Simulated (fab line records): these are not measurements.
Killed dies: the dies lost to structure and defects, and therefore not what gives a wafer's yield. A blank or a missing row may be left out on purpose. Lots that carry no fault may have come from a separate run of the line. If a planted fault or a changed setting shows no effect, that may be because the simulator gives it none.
Matching of chambers	flow n5_finfet	N5_HKMG_FIN_ALD_91 on ald_metal-04: 4 sister chambers
The step deposits TiN, target thk 1 nm, pulse time 1 s, purge time 3 s. 4 wafers are shown with their chamber, then 8 later ones without.

## WAFERS WITH THEIR CHAMBER
wafer	chamber	heater_power_w (W)
L083.3	2	802
L083.6	3	976
L086.6	1	787
L087.3	0	975

## WAFERS WITHOUT THEIR CHAMBER
wafer	heater_power_w (W)
L087.4	810
L087.6	816
L090.2	933
L090.3	943
L090.5	977
L095.2	949
L095.4	808
L095.6	806

## WHICH CHAMBER EACH WENT THROUGH
wafer	from the rows above	in truth
L087.4	can't be placed: 2 or 1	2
L087.6	can't be placed: 2 or 1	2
L090.2	can't be placed: 0 or 3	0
L090.3	can't be placed: 0 or 3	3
L090.5	can't be placed: 3 or 0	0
L095.2	can't be placed: 0 or 3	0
L095.4	can't be placed: 2 or 1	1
L095.6	can't be placed: 2 or 1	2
Correct placement for 0 of the 8. Not placeable from these rows: 8 (in 8, the candidates include the true chamber). Wrongly placed: 0.
How it was worked out, from the rows above alone: a wafer's distance from a chamber is the root of the sum, over the readings, of the square of ((its reading less the chamber's mean) divided by the reading's scatter). The wafer belongs to the nearest chamber; if the next one is less than 2 further off, it can't be placed. For every chamber, the mean is computed from those of its wafers that are shown. The scatter: with one shown wafer a chamber, the root of the mean of the squares of how far each hidden wafer lies from its nearest shown one.
